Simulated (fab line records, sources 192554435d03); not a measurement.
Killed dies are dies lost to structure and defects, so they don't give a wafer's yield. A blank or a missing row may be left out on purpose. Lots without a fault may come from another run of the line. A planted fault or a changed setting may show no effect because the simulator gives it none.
Split-lot experiment | flow n5_finfet | 7 lots, 39 wafers read, on a route of 1938 steps

THE SPLIT
At N5_BEOL_M2_ETCH_70 (etches SOC in N2/H2, target depth 80 nm, overetch 24 nm, time 130 s), the setting time_s was moved away from the recipe's 130 s on 15 of the 39 wafers read, by -24.8% to +51.2%. The other wafers ran this setting at the recipe's value.

The reading is taken at the split's own step.

THE READING
SiARC_of_BEOL_M2_COAT_68.thk_nm (the simulator's own value, which no gauge read), in nm, at N5_BEOL_M2_ETCH_70 (etches SOC in N2/H2, target depth 80 nm, overetch 24 nm, time 130 s). The file gives no usual value for it. The 24 wafers here that ran the recipe average 6.0 nm, standard deviation 0.22 nm.

wafer  | tool, chamber at the split | time_s as run, s | against the recipe | SiARC_of_BEOL_M2_COAT_68.thk_nm, nm | against lot-mates on the recipe
L077.1 | rie_diel-01, 0             | 130              | recipe             | 6                                   | -
L077.2 | rie_diel-01, 1,1,0         | 173.3            | +33.3%             | 4                                   | -2.1
L077.5 | rie_diel-01, 1,1,0         | 173.3            | +33.3%             | 4                                   | -2.1
L077.6 | rie_diel-01, 1,1,0         | 173.3            | +33.3%             | 4                                   | -2.1
L077.3 | rie_diel-01, 2             | 130              | recipe             | 6.2                                 | -
L077.4 | rie_diel-01, 2             | 130              | recipe             | 6.2                                 | -
L079.1 | rie_diel-04, 0             | 196.6            | +51.2%             | 2.6                                 | -3.1
L079.2 | rie_diel-04, 1             | 130              | recipe             | 5.8                                 | -
L079.3 | rie_diel-04, 3             | 130              | recipe             | 5.6                                 | -
L079.6 | rie_diel-04, 3             | 130              | recipe             | 5.6                                 | -
L079.4 | rie_diel-04, 2             | 196.6            | +51.2%             | 2.8                                 | -2.9
L079.5 | rie_diel-04, 2             | 196.6            | +51.2%             | 2.8                                 | -2.9
L086.1 | rie_diel-04, 3,0           | 130              | recipe             | 5.6                                 | -
L086.5 | rie_diel-04, 3,0           | 130              | recipe             | 5.6                                 | -
L086.4 | rie_diel-04, 2             | 130              | recipe             | 5.8                                 | -
L089.1 | rie_diel-06, 1             | 130              | recipe             | 5.8                                 | -
L089.2 | rie_diel-06, 2             | 192.7            | +48.2%             | 3                                   | -2.9
L089.6 | rie_diel-06, 2             | 192.7            | +48.2%             | 3                                   | -2.9
L089.3 | rie_diel-06, 3             | 130              | recipe             | 6                                   | -
L089.5 | rie_diel-06, 3             | 130              | recipe             | 6                                   | -
L089.4 | rie_diel-06, 0             | 192.7            | +48.2%             | 2.8                                 | -3.1
L092.1 | rie_diel-01, 0,2           | 130              | recipe             | 6.2                                 | -
L092.4 | rie_diel-01, 0,2           | 130              | recipe             | 6.2                                 | -
L092.2 | rie_diel-01, 1,1,0         | 130              | recipe             | 6                                   | -
L092.5 | rie_diel-01, 1,1,0         | 130              | recipe             | 6                                   | -
L092.6 | rie_diel-01, 1,1,0         | 130              | recipe             | 6                                   | -
L092.3 | rie_diel-01, 3             | 130              | recipe             | 5.8                                 | -
L093.1 | rie_diel-06, 3,2           | 130              | recipe             | 6                                   | -
L093.2 | rie_diel-06, 3,2           | 130              | recipe             | 6                                   | -
L093.3 | rie_diel-06, 1             | 130              | recipe             | 5.8                                 | -
L093.4 | rie_diel-06, 0             | 177              | +36.2%             | 3.6                                 | -2.3
L093.5 | rie_diel-06, 2             | 177              | +36.2%             | 3.8                                 | -2.1
L093.6 | rie_diel-06, 3             | 177              | +36.2%             | 4                                   | -1.9
L094.1 | rie_diel-01, 2             | 130              | recipe             | 6.4                                 | -
L094.2 | rie_diel-01, 3             | 97.75            | -24.8%             | 7.4                                 | +1.2
L094.5 | rie_diel-01, 3             | 97.75            | -24.8%             | 7.4                                 | +1.2
L094.3 | rie_diel-01, 0             | 97.75            | -24.8%             | 7.6                                 | +1.4
L094.4 | rie_diel-01, 1             | 130              | recipe             | 6                                   | -
L094.6 | rie_diel-01, 0             | 130              | recipe             | 6.2                                 | -
Where a row lists several chambers, the file gives one row for several wafers and doesn't say which wafer went through which chamber.

THE FIT
A straight line over all 39 wafers: SiARC_of_BEOL_M2_COAT_68.thk_nm changes by -0.0615 nm for each +1% of time_s; r = -0.99; the points scatter about the line by 0.19 nm.
The same after taking each lot's own level away (the mean of its wafers on the recipe; 39 wafers): -0.0588 nm for each +1%; r = -0.99; scatter 0.14 nm.
On that fit, the largest move of time_s shifts the reading by 3 nm.
The lots' own levels span 5.67 to 6.20 nm, that is 2.4 times the standard deviation above.
So the lot-to-lot level changes the slope little: the two slopes agree.
Check: with one of the wafers moved furthest among these (+51.2%) left out of the fit, the line predicts -3.05 nm for it against its lot-mates. It came out at -3.07 nm against them.

OTHER SPLITS ON THESE WAFERS
These wafers also went through other splits before the reading. Each is held against what the fit with the lots' levels taken away leaves over:
other split on the same wafers              | wafers away from the commonest value | r with SiARC_of_BEOL_M2_COAT_68.thk_nm (lot level and that fit taken away)
N5_FIN_SAQP_ETCH_65 time_s                  | 9                                    | +0.04
N5_GATE_CUT_ALD_22 ald_cycles               | 9                                    | +0.13
N5_MOL_CONTACT_COAG_ETCH_124 target_depth_a | 15                                   | +0.11
N5_BEOL_M0_TRENCH_ETCH_107 target_depth_a   | 12                                   | +0.02

THE FILE'S OWN FIT
SiARC_of_BEOL_M2_COAT_68.thk_nm changes by -0.0595 nm for each +1% of time_s, r = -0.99.
